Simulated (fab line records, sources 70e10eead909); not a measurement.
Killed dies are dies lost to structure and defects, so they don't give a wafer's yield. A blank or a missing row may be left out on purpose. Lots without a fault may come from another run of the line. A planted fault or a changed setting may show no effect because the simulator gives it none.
Chamber matching | flow nand_harc | NHARC_A_M1_CMP_23 on cmp-01: 4 sister chambers
The step polishes, t overpolish 20 s, target thk 154.34 nm. 8 wafers are shown with their chamber, then 7 later ones without.

WAFERS WITH THEIR CHAMBER
wafer  | chamber | motor_current_A (A) | time_to_endpoint_s (s)
L893.3 | 1       | 13.7                | 25
L892.1 | 2       | 10.7                | 33
L892.4 | 0       | 10.4                | 25
L897.1 | 2       | 10.6                | 27
L897.2 | 3       | 11.1                | 28
L897.6 | 0       | 9.8                 | 24
L898.1 | 3       | 11.3                | 32
L898.4 | 1       | 13.3                | 28

WAFERS WITHOUT THEIR CHAMBER
wafer  | motor_current_A (A) | time_to_endpoint_s (s)
L898.6 | 13.3                | 29
L902.2 | 9.9                 | 26
L902.3 | 13.3                | 29
L902.5 | 9.8                 | 25
L907.1 | 9.7                 | 24
L907.4 | 10.4                | 28
L907.5 | 13.2                | 25

WHICH CHAMBER EACH WENT THROUGH
wafer  | from the rows above          | in truth
L898.6 | 1                            | 1
L902.2 | 0                            | 0
L902.3 | 1                            | 1
L902.5 | 0                            | 0
L907.1 | 0                            | 0
L907.4 | can't be placed: 2 or 0 or 3 | 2
L907.5 | 1                            | 1
Placed correctly: 6 of 7. Can't be placed from these rows: 1 (the true chamber is among the candidates in 1). Placed wrongly: 0.
How it was worked out, from the rows above alone: a wafer's distance from a chamber is the root of the sum, over the readings, of the square of ((its reading less the chamber's mean) divided by the reading's scatter). The wafer belongs to the nearest chamber; if the next one is less than 2 further off, it can't be placed. A chamber's mean is the mean of its shown wafers. The scatter: the root of (the sum of the squares of (reading less its chamber's mean) over the shown wafers, divided by (wafers less chambers)).
